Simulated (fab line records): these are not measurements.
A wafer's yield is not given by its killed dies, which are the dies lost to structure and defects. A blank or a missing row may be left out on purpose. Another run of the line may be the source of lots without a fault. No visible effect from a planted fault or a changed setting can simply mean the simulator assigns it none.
A lot that was struck, set against a sound lot :: flow n5_finfet :: 39 out of 1938 route steps
Sound: these wafers, L988.2, L988.4, L988.5. Struck: wafers L978.2, L978.4 (left out: L978.1, a lot-mate that was not struck); the cause follows at the end.
For every step that has rows: the tool of each side, followed by ch and its chambers, followed by its first start. Under that, the readings that differ: sound wafers :: struck wafers :: difference of the means :: sigmas: that difference in standard deviations of wafers without a fault.
alike: a reading whose means differ by less than 2 such deviations, as well as words and numbers matching on both sides. not compared: withheld readings; readings where some wafer has no value; bounds like >300 that might hide an equal value; numbers whose values overlap and for which the record gives no deviation.
A row with sigmas, a row that says differs or no value, or rows on one side alone: a step with any of these is where the two part. Numbers that have no deviation but don't overlap get no sigmas and don't part them. Lack of a reading on every wafer of one side parts them only where that side has two or more wafers.

first, 10 steps without rows for these wafers: N5_DUMMY_GATE_ETCH_23 (etches poly-Si in HBr/Cl2/O2, target depth 41 nm, time 22.3 s); N5_DUMMY_GATE_ETCH_44 (etches poly-Si in HBr/O2, stops on SiO2, target depth 127.5 nm); N5_DUMMY_GATE_ETCH_42 (etches SiO2 in CHF3/O2, target depth 3.5 nm, time 31 s); N5_DUMMY_GATE_STRIP_48 (strips in N2/H2, time 20 s); N5_DUMMY_GATE_PRECLEAN_33 (cleans in dHF, time 10 s); N5_DUMMY_GATE_PRECLEAN_25 (cleans in O3/DIW, time 45 s); N5_DUMMY_GATE_PRECLEAN_51 (cleans in SC2, time 45 s); N5_DUMMY_GATE_SRD_26 (time 30 s); N5_DUMMY_GATE_UV_OZONE_45 (time 120 s); N5_SPACER0_ALD_07 (deposits SiNx, target thk 2 nm).
N5_SPACER0_ALD_00: deposits SiOCN, target thk 3.5 nm, pulse time 3 s, purge time 2 s.
  sound on ald_sin-04 ch 2,3, day 8 07:15; struck on ald_sin-04 ch 2,3, day 5 21:32
reading: ald_cycles
sound: 58 58 58
struck: 35 35
difference: -23
sigmas: 

reading: model.SiOCN_of_SPACER0_ALD_00.thk_nm (nm)
sound: 3.6 3.4 3.6
struck: 2.2 2.2
difference: -1.3
sigmas: 
  alike: heater_power_outer_w, heater_power_w, precursor_pulse_height_rel
then, 25 steps without rows for these wafers: N5_SPACER0_ALD_08 (deposits SiNx, target thk 2 nm); N5_SD_EPI_N_COAT_32 (time 60 s, resist thk 350 nm); N5_SD_EPI_N_COAT_33 (time 60 s, resist thk 35 nm); N5_SD_EPI_N_COAT_03 (resist thk 150 nm); N5_SD_EPI_N_EBR_05; N5_SD_EPI_N_SOFTBAKE_04 (time 60 s); N5_SD_EPI_N_EXPOSE_06 (exposes mask SD N BLK, target cd 120 nm); N5_SD_EPI_N_PEB_07 (peb time 60 s); N5_SD_EPI_N_DEVELOP_08 (develop time 30 s); N5_SD_EPI_N_DESCUM_14 (chemistry O2, time 7.9 s); N5_SD_EPI_N_ETCH_34 (etches SiARC in CF4, target depth 45.5 nm, time 75.8 s); N5_SD_EPI_N_ETCH_35 (etches SOC in N2/H2, overetch 108 nm, time 486 s); N5_SD_EPI_N_STRIP_36 (strips in N2/H2); N5_SD_EPI_N_ETCHBACK_44 (etches SiNx in CH3F/O2, stops on SiO2, target depth 14.5 nm); N5_SD_EPI_N_ETCH_45 (etches SiOCN in CH3F/O2, target depth 6 nm); N5_SD_EPI_N_ETCH_16 (etches SiO2 in CHF3/O2, target depth 5 nm); N5_SD_EPI_N_STRIP_47 (strips in CHF3/O2); N5_SD_EPI_N_SD_RECESS_17 (chemistry HBr/Cl2/O2, target depth 41 nm, time 23.7 s, bt time 3 s); N5_SD_EPI_N_STRIP_38 (strips in N2/H2); N5_SD_EPI_N_WET_ETCH_43 (etches SiO2 in dHF, time 14 s, target depth 1.5 nm); N5_SD_EPI_N_STRIP_18 (strips in SPM, time 750 s); N5_SD_EPI_N_SRD_20 (time 30 s); N5_SD_EPI_N_PRECLEAN_48 (cleans in NF3:NH3, afs cycles 2, time 20 s, sublimation time 60 s); N5_SD_EPI_N_VAPOR_ETCH_50 (etches Si in HCl, time 54 s); N5_SD_EPI_N_EPI_21 (deposits Si:P, time 690 s).
N5_SD_EPI_P_PRECLEAN_32: cleans in dHF, time 10 s.
  sound on wet_bench-06 ch 1,3,7, day 8 16:49; struck on wet_bench-05 ch 1,4, day 6 08:01
reading: model.SiOCN_of_SPACER0_ALD_00.thk_nm (nm)
sound: 3.4 3.4 3.4
struck: 2 2
difference: -1
sigmas: 
-- here the record skips 4 days between the struck wafers' starts before and after, leaving off in module SD_EPI_P and picking up in module BEOL_M4 (first step shown: number 1111 of the route) --
N5_BEOL_M4_RC_MEAS_101:
  sound on prober-01 ch 0, day 13 10:53; struck on prober-01 ch 0, day 10 13:52
reading: DIBL_N (mV/V)
sound: 35.6 36.3 38.0
struck: 47.3 44.9
difference: +9.5
sigmas: +6

reading: DIBL_P (mV/V)
sound: 33.2 36.1 37.4
struck: 45.1 42.8
difference: +8.4
sigmas: +4

reading: IOFF_N (nA/um)
sound: 0.121 0.139 0.165
struck: 0.422 0.314
difference: +0.226
sigmas: +8

reading: IOFF_N_85C (nA/um)
sound: 2.5 2.8 3.2
struck: 7.1 5.5
difference: +3.5
sigmas: +8

reading: IOFF_N_LIN (nA/um)
sound: 0.058 0.066 0.075
struck: 0.160 0.126
difference: +0.077
sigmas: +7

reading: IOFF_P (nA/um)
sound: 0.18 0.22 0.24
struck: 0.51 0.42
difference: +0.25
sigmas: +7

reading: IOFF_P_85C (nA/um)
sound: 3.2 3.8 4.1
struck: 7.6 6.6
difference: +3.4
sigmas: +7

reading: IOFF_P_LIN (nA/um)
sound: 0.093 0.107 0.112
struck: 0.199 0.177
difference: +0.084
sigmas: +6

reading: ION_N (uA/um)
sound: 673 681 673
struck: 738 723
difference: +55
sigmas: +5

reading: ION_P (uA/um)
sound: 459 472 470
struck: 497 499
difference: +31
sigmas: +4

reading: REXT_N (ohm.um)
sound: 78.6 77.3 78.4
struck: 63.2 63.6
difference: -14.7
sigmas: -9

reading: REXT_P (ohm.um)
sound: 98.6 96.0 96.3
struck: 87.9 87.7
difference: -9.2
sigmas: -4

reading: SS_N (mV/dec)
sound: 71.5 71.4 71.2
struck: 73.7 73.1
difference: +2.0
sigmas: +3

reading: SS_P (mV/dec)
sound: 72.8 72.8 73.8
struck: 74.8 74.7
difference: +1.6
sigmas: +3

reading: VT_N (mV)
sound: 254 254 251
struck: 238 240
difference: -14
sigmas: -5

reading: VT_N_LVT (mV)
sound: 102.0 99.6 98.0
struck: 82.8 86.6
difference: -15.2
sigmas: -5

reading: VT_P (mV)
sound: -252 -248 -249
struck: -236 -237
difference: +13
sigmas: +4

reading: VT_P_LVT (mV)
sound: -98.6 -96.0 -95.0
struck: -85.0 -86.5
difference: +10.8
sigmas: +4
-- a jump in the record: the struck wafers' starts before and after are 4 days apart (it breaks off in module BEOL_M4 and resumes in module PASSIVATION, where the first step shown is number 1936 of the route) --
N5_PASSIVATION_PROBE_49:
  sound on prober-01 at day 17 15:01; struck on prober-01 at day 14 20:53
reading: killed_short
sound: 28 27 23
struck: 51 34
difference: +16
sigmas: +2

reading: sort_bin_4_leakage (%)
sound: 0 0 0
struck: 33.90 2.12
difference: +18.01
sigmas: +99 or more

reading: sort_n_pass
sound: 1085 1107 1097
struck: 655 1062
difference: -238
sigmas: -13

reading: sort_yield_pct (%)
sound: 91.9 93.8 93.0
struck: 55.5 90.0
difference: -20.2
sigmas: -13
  alike: defect_limited_yield, killed_at_M0_to_M3, killed_at_M4_up, killed_at_contacts, killed_at_front_end, killed_at_other, killed_dies, killed_open, sort_bin_5_function, sort_bin_6_memory

== WHERE THEY PART ==
Last at N5_PASSIVATION_PROBE_49 as far as this record goes, first at N5_BEOL_M4_RC_MEAS_101.

WHY: the cause the simulator had injected
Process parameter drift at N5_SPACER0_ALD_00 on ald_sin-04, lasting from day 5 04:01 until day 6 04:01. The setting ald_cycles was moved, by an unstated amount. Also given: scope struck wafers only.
